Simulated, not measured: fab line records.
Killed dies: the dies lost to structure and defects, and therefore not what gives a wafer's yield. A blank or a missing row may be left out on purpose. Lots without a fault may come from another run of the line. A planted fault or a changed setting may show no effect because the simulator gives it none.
Split-lot study + flow n5Finfet + on a route of 1938 steps: 7 lots, 21 wafers read

== THE SPLIT ITSELF ==
At N5_BEOL_M8_ILD_DEP_00 (deposits SiCOH lowk from DEMS/porogen, target thk 179.75 nm, time 33.4 s), the setting timeS was moved away from the recipe's 33.4 s on 6 of the 21 wafers read, by -12.9% to +8.0%. For the rest of the wafers, this setting stayed at what the recipe calls for.

== FROM THE SPLIT ON TO THE READING: in between, the file shows 1 step ==
- N5_BEOL_M8_CURE_74: cures SiCOH lowk, time 240 s

== THE READING ==
M8_ILD_THK at N5_BEOL_M8_THK_MEAS_01, in nm. Typical for fault-free wafers on this fab line: 154.8 nm, with standard deviation 1.8 nm.

| wafer  | tool, chamber at the split | timeS as run, s | against the recipe | M8_ILD_THK, nm | against lot-mates on the recipe |
|--------|----------------------------|-----------------|--------------------|----------------|---------------------------------|
| L077.1 | pecvd-02, 2                | 33.4            | recipe             | 155.8          | -                               |
| L077.4 | pecvd-02, 0                | 33.4            | recipe             | 157.2          | -                               |
| L077.5 | pecvd-02, 2                | 33.4            | recipe             | 158.4          | -                               |
| L075.2 | pecvd-02, 2                | 30.61           | -8.4%              | 138.9          | -16.9                           |
| L075.3 | pecvd-02, 1                | 30.61           | -8.4%              | 143.5          | -12.3                           |
| L075.6 | pecvd-02, 1                | 33.4            | recipe             | 155.8          | -                               |
| L082.2 | pecvd-01, 1                | 33.4            | recipe             | 154.9          | -                               |
| L082.4 | pecvd-01, 0,2              | 33.4            | recipe             | 156.5          | -                               |
| L082.5 | pecvd-01, 0,2              | 33.4            | recipe             | 156.7          | -                               |
| L083.2 | pecvd-01, 1                | 29.09           | -12.9%             | 134.3          | -19.7                           |
| L083.3 | pecvd-01, 0                | 29.09           | -12.9%             | 134.2          | -19.8                           |
| L083.6 | pecvd-01, 1                | 33.4            | recipe             | 154.0          | -                               |
| L088.1 | pecvd-01, 2                | 33.4            | recipe             | 153.1          | -                               |
| L088.2 | pecvd-01, 0                | 33.4            | recipe             | 152.4          | -                               |
| L088.6 | pecvd-01, 1                | 33.4            | recipe             | 155.6          | -                               |
| L089.1 | pecvd-03, 1                | 33.4            | recipe             | 152.8          | -                               |
| L089.3 | pecvd-03, 2                | 33.4            | recipe             | 155.2          | -                               |
| L089.4 | pecvd-03, 1                | 33.4            | recipe             | 156.8          | -                               |
| L097.2 | pecvd-03, 1                | 36.06           | +8.0%              | 165.2          | +12.2                           |
| L097.4 | pecvd-03, 1                | 33.4            | recipe             | 153.0          | -                               |
| L097.5 | pecvd-03, 2                | 36.06           | +8.0%              | 167.5          | +14.5                           |
Where a row lists several chambers, the file gives one row for several wafers and doesn't say which wafer went through which chamber.

FIT RESULTS
A straight line over all 21 wafers: M8_ILD_THK changes by +1.58 nm for each +1% of timeS; r = +0.98; the points scatter about the line by 1.8 nm.
The same after taking each lot's own level away (the mean of its wafers on the recipe; 21 wafers): +1.61 nm for each +1%; r = +0.99; scatter 1.4 nm.
Per that fit: largest timeS move, reading shift of 21 nm.
Across the lots, their own levels run from 153.00 to 157.13 nm, a range of 2.3 times the standard deviation given above.
So the lot-to-lot level changes the slope little: the two slopes agree.
Check: for one of the wafers moved furthest among these (-12.9%), held out of the fit, the line's prediction against its lot-mates is -21.2 nm. Against them it came out at -19.7 nm.

== THE OTHER SPLITS THESE WAFERS WENT THROUGH ==
These wafers also went through other splits before the reading. Each is held against what the fit with the lots' levels taken away leaves over:
| other split on the same wafers  | wafers away from the commonest value | r with M8_ILD_THK (lot level and that fit taken away) |
|---------------------------------|--------------------------------------|-------------------------------------------------------|
| N5_BEOL_M7_HM_DEP_02 targetThkA | 5                                    | +0.21                                                 |

== THE WHOLE CHAIN: every reading that the file lists as answering this split, in the file's order ==
| step                   | what it does                                                             | reading                                                                                 | change (the file's fit)              | r (the file's) |
|------------------------|--------------------------------------------------------------------------|-----------------------------------------------------------------------------------------|--------------------------------------|----------------|
| N5_BEOL_M8_ILD_DEP_00  | deposits SiCOH lowk from DEMS/porogen, target thk 179.75 nm, time 33.4 s | SiCOH_lowk_of_BEOL_M8_ILD_DEP_00.thkNm (the simulator's own value, which no gauge read) | +1.86 nm for each +1% of the setting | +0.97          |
| N5_BEOL_M8_CURE_74     | cures SiCOH lowk, time 240 s                                             | SiCOH_lowk_of_BEOL_M8_ILD_DEP_00.thkNm (the simulator's own value, which no gauge read) | +1.61 nm for each +1% of the setting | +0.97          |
| N5_BEOL_M8_THK_MEAS_01 |                                                                          | M8_ILD_THK                                                                              | +1.61 for each +1% of the setting    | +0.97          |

== THE FILE'S OWN FIT ==
M8_ILD_THK changes by +1.61 nm for each +1% of timeS, r = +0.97.
